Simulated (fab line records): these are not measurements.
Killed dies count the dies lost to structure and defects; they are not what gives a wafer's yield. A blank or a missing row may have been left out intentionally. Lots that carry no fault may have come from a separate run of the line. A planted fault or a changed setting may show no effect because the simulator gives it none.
Which tool is to blame? | flow n5 finfet | 10 lots with 30 wafers sampled at 5 steps, on a route of 1938 steps

## WHAT EACH GAUGE READ, for each wafer
N5_DUMMY_GATE_CD_MEAS_50: the cd target is 14 nm. Usual: cd nm at 14.0 nm, with a standard deviation of 0.33.
lot  | measured    | on        | cd nm (nm)     | flag
L110 | day 2 22:53 | cd sem-02 | 14.1 13.8 14.0 |
L111 | day 3 08:22 | cd sem-03 | 14.1 13.4 13.5 |
L114 | day 3 22:08 | cd sem-03 | 13.6 13.8 13.8 |
L118 | day 5 01:53 | cd sem-02 | 13.7 13.7 14.6 |
L122 | day 6 03:55 | cd sem-03 | 13.9 14.2 13.8 |
L127 | day 8 00:04 | cd sem-01 | 14.5 14.7 14.5 |
L129 | day 8 03:10 | cd sem-02 | 13.5 13.9 13.6 |
L130 | day 9 20:44 | cd sem-02 | 14.0 14.2 14.3 |
L132 | day 9 21:33 | cd sem-03 | 14.1 14.3 13.7 |
L133 | day 9 22:01 | cd sem-02 | 13.7 14.2 13.8 |

N5_BEOL_M4_RC_MEAS_101. Usual: DIBL_N 36.5 mV/V, standard deviation 1.2; DIBL_P 36.5 mV/V, standard deviation 1.6; IOFF_N 0.162 nA/um, standard deviation 0.023; IOFF_P 0.221 nA/um, standard deviation 0.03; ION_N 678 uA/um, standard deviation 8; ION_P 466 uA/um, standard deviation 6.3; SS_N 71.6 mV/dec, standard deviation 0.46; SS_P 73.3 mV/dec, standard deviation 0.57; VT_N 249.2 mV, standard deviation 2.6; VT_P -249 mV, standard deviation 3.3.
lot  | measured     | on        | DIBL_N (mV/V)  | DIBL_P (mV/V)  | IOFF_N (nA/um)    | IOFF_P (nA/um)    | ION_N (uA/um) | ION_P (uA/um) | SS_N (mV/dec)  | SS_P (mV/dec)  | VT_N (mV)         | VT_P (mV)      | flag
L110 | day 8 15:49  | prober-02 | 38.6 36.6 37.1 | 36.2 34.8 34.5 | 0.178 0.144 0.149 | 0.225 0.207 0.197 | 683 665 679   | 463 460 463   | 71.8 71.2 72.2 | 73.7 73.2 72.9 | 247.0 249.8 249.5 | -252 -250 -252 |
L111 | day 10 11:47 | prober-02 | 36.0 37.7 38.3 | 36.5 39.4 39.4 | 0.144 0.172 0.186 | 0.206 0.268 0.272 | 675 675 688   | 469 476 475   | 71.5 71.9 71.6 | 73.3 73.8 73.1 | 252.9 246.7 248.1 | -250 -247 -244 |
L114 | day 11 01:40 | prober-02 | 36.6 37.0 36.9 | 38.9 39.9 39.0 | 0.186 0.209 0.191 | 0.239 0.253 0.232 | 683 693 682   | 467 470 470   | 71.1 71.8 71.4 | 74.4 73.7 73.8 | 248.0 244.0 246.5 | -248 -245 -248 |
L118 | day 11 17:20 | prober-02 | 35.8 35.8 35.5 | 36.0 36.5 35.2 | 0.152 0.151 0.148 | 0.205 0.210 0.194 | 680 669 682   | 465 458 464   | 71.8 71.4 71.0 | 73.0 73.1 73.2 | 252.3 249.7 250.3 | -252 -250 -252 |
L122 | day 13 02:02 | prober-02 | 37.5 38.3 36.6 | 36.6 38.0 36.3 | 0.181 0.198 0.161 | 0.252 0.271 0.251 | 674 677 673   | 459 466 465   | 72.5 72.7 71.7 | 73.3 73.6 72.7 | 250.2 248.7 247.8 | -246 -245 -245 |
L127 | day 14 13:41 | prober-01 | 36.9 35.9 35.0 | 36.6 36.2 35.2 | 0.173 0.165 0.147 | 0.202 0.208 0.184 | 686 693 682   | 460 468 463   | 71.6 71.5 70.8 | 73.0 73.9 72.8 | 248.1 248.6 249.1 | -253 -250 -251 |
L129 | day 14 12:09 | prober-02 | 38.8 36.4 38.4 | 39.4 36.0 38.4 | 0.225 0.173 0.204 | 0.302 0.244 0.288 | 700 682 687   | 475 471 479   | 72.1 71.6 71.8 | 74.0 72.6 74.0 | 243.9 246.0 246.0 | -244 -245 -244 |
L130 | day 16 04:32 | prober-01 | 38.0 37.1 36.0 | 36.7 35.6 34.9 | 0.167 0.155 0.138 | 0.214 0.203 0.189 | 674 677 672   | 462 465 464   | 72.0 71.5 71.7 | 74.3 72.9 73.1 | 246.7 248.8 250.6 | -249 -250 -249 |
L132 | day 15 21:52 | prober-02 | 36.5 34.9 34.3 | 36.1 33.7 34.0 | 0.189 0.157 0.154 | 0.268 0.225 0.230 | 692 680 686   | 478 474 477   | 71.5 71.4 71.4 | 73.4 72.5 72.6 | 246.6 248.0 248.0 | -241 -245 -246 |
L133 | day 16 07:52 | prober-02 | 38.1 37.7 39.2 | 38.1 36.9 38.9 | 0.181 0.170 0.206 | 0.251 0.233 0.258 | 678 691 690   | 468 469 463   | 72.3 72.2 72.1 | 74.5 74.4 73.9 | 248.3 249.1 245.9 | -249 -247 -249 |

## TOOL THAT RAN EACH LOT (tool first, then ch and the chambers of the sampled wafers, then the start)
lot  | N5_DUMMY_GATE_ETCH_32           | N5_DUMMY_GATE_ETCH_23           | N5_SD_EPI_N_COAT_32
L110 | rie si-06 ch 2,3, day 2 23:11   | rie si-06 ch 2,3, day 2 23:13   | litho track-05 ch 0, day 3 00:59
L111 | rie si-05 ch 1,2,3, day 3 08:39 | rie si-05 ch 1,2,3, day 3 08:41 | litho track-05 ch 0, day 3 09:47
L114 | rie si-03 ch 0,1,3, day 3 22:26 | rie si-03 ch 0,1,3, day 3 22:28 | litho track-02 ch 0, day 3 23:34
L118 | rie si-05 ch 0,1,3, day 5 02:11 | rie si-05 ch 0,1,3, day 5 02:13 | litho track-02 ch 0, day 5 03:23
L122 | rie si-06 ch 0,2,3, day 6 04:12 | rie si-06 ch 0,2,3, day 6 04:14 | litho track-02 ch 0, day 6 05:32
L127 | rie si-03 ch 0,2,3, day 8 00:27 | rie si-03 ch 0,2,3, day 8 00:29 | litho track-03 ch 0, day 8 01:46
L129 | rie si-05 ch 2,3, day 8 03:47   | rie si-05 ch 2,3, day 8 03:49   | litho track-05 ch 0, day 8 05:25
L130 | rie si-05 ch 0,1,2, day 9 21:10 | rie si-05 ch 0,1,2, day 9 21:12 | litho track-03 ch 0, day 9 22:17
L132 | rie si-03 ch 0,1,3, day 9 21:59 | rie si-03 ch 0,1,3, day 9 22:01 | litho track-03 ch 0, day 9 23:14
L133 | rie si-03 ch 0,3, day 9 22:19   | rie si-03 ch 0,3, day 9 22:21   | litho track-02 ch 0, day 9 23:42
- N5_DUMMY_GATE_ETCH_32: etches SiO2 in CF4, target depth 3.5 nm, time 3.9 s.
- N5_DUMMY_GATE_ETCH_23: etches poly-Si in HBr/Cl2/O2, target depth 41 nm, time 22.3 s.
- N5_SD_EPI_N_COAT_32: time 60 s, resist thk 350 nm.

## AS READ BY THE TOOLS THEMSELVES (means over the sampled wafers that have a number; for cases with no such wafer, the mark the record gives instead)
N5_DUMMY_GATE_ETCH_32. Usual: cf4 flow sccm 79.96 sccm, standard deviation 0.23; drypump motor current A 5.5 A, standard deviation 0.59; oes product au 1.002 a.u., standard deviation 0.019; throttle valve pct 21.85 %, standard deviation 0.25.
lot  | tool      | cf4 flow sccm (sccm) | drypump motor current A (A) | oes product au (a.u.) | throttle valve pct (%) | flag
L110 | rie si-06 | 79.83                | 5.7                         | 0.992                 | 21.62                  |
L111 | rie si-05 | 79.95                | 5.4                         | 0.975                 | 21.84                  |
L114 | rie si-03 | 79.88                | 5.4                         | 1.019                 | 21.97                  |
L118 | rie si-05 | 79.76                | 5.6                         | 1.008                 | 22.03                  |
L122 | rie si-06 | 79.96                | 5.4                         | 1.001                 | 21.69                  |
L127 | rie si-03 | 79.93                | 5.5                         | 1.015                 | 21.83                  |
L129 | rie si-05 | 79.88                | 5.8                         | 0.976                 | 21.73                  |
L130 | rie si-05 | 80.22                | 5.3                         | 0.991                 | 21.88                  |
L132 | rie si-03 | 80.01                | 5.4                         | 1.009                 | 21.93                  |
L133 | rie si-03 | 79.86                | 5.0                         | 1.007                 | 21.94                  |

N5_DUMMY_GATE_ETCH_23. Usual: drypump motor current A 5.5 A, standard deviation 0.59; oes product au 1.002 a.u., standard deviation 0.017; throttle valve pct 37.3 %, standard deviation 0.34.
lot  | tool      | drypump motor current A (A) | oes product au (a.u.) | throttle valve pct (%) | flag
L110 | rie si-06 | 5.6                         | 0.994                 | 37.1                   |
L111 | rie si-05 | 5.4                         | 0.993                 | 37.3                   |
L114 | rie si-03 | 5.4                         | 1.015                 | 37.6                   |
L118 | rie si-05 | 5.6                         | 1.008                 | 37.5                   |
L122 | rie si-06 | 5.4                         | 1.001                 | 37.2                   |
L127 | rie si-03 | 5.5                         | 1.008                 | 37.3                   |
L129 | rie si-05 | 5.8                         | 0.985                 | 37.3                   |
L130 | rie si-05 | 5.3                         | 0.998                 | 37.3                   |
L132 | rie si-03 | 5.4                         | 1.002                 | 37.5                   |
L133 | rie si-03 | 5.0                         | 1.010                 | 37.5                   |

N5_SD_EPI_N_COAT_32. Usual: spin speed rpm at 1499.7 rpm, with a standard deviation of 0.98.
lot  | tool           | spin speed rpm (rpm) | flag
L110 | litho track-05 | 1500.2               |
L111 | litho track-05 | 1499.8               |
L114 | litho track-02 | 1499.3               |
L118 | litho track-02 | 1638.0               | OFF
L122 | litho track-02 | 1636.2               | OFF
L127 | litho track-03 | 1499.8               |
L129 | litho track-05 | 1499.6               |
L130 | litho track-03 | 1498.9               |
L132 | litho track-03 | 1500.2               |
L133 | litho track-02 | 1499.2               |

## THE ANSWER, worked out from the rows above alone
Rule: lot off if the mean of its wafers having a number is beyond 3 standard deviations from the usual mean. Also off: a lot with no number at a reading for which 4 or more lots have one. Where the step has rows for the other lots, those lots are counted as sound. First the gauges in route order, then the tools' own readings, where a lot's mean is used as printed above. The first step at which some lot is off is used, and at that step the reading that is off furthest; a lot without a number counts as furthest.
Off at N5_SD_EPI_N_COAT_32 (spin speed rpm): L118, L122.
A tool fits if, at that step or a process step before it, it ran every lot that is off, and no sound lot after the first of them. Not one of the candidates tried fits.

## WHAT THE SIMULATOR HAD INSERTED
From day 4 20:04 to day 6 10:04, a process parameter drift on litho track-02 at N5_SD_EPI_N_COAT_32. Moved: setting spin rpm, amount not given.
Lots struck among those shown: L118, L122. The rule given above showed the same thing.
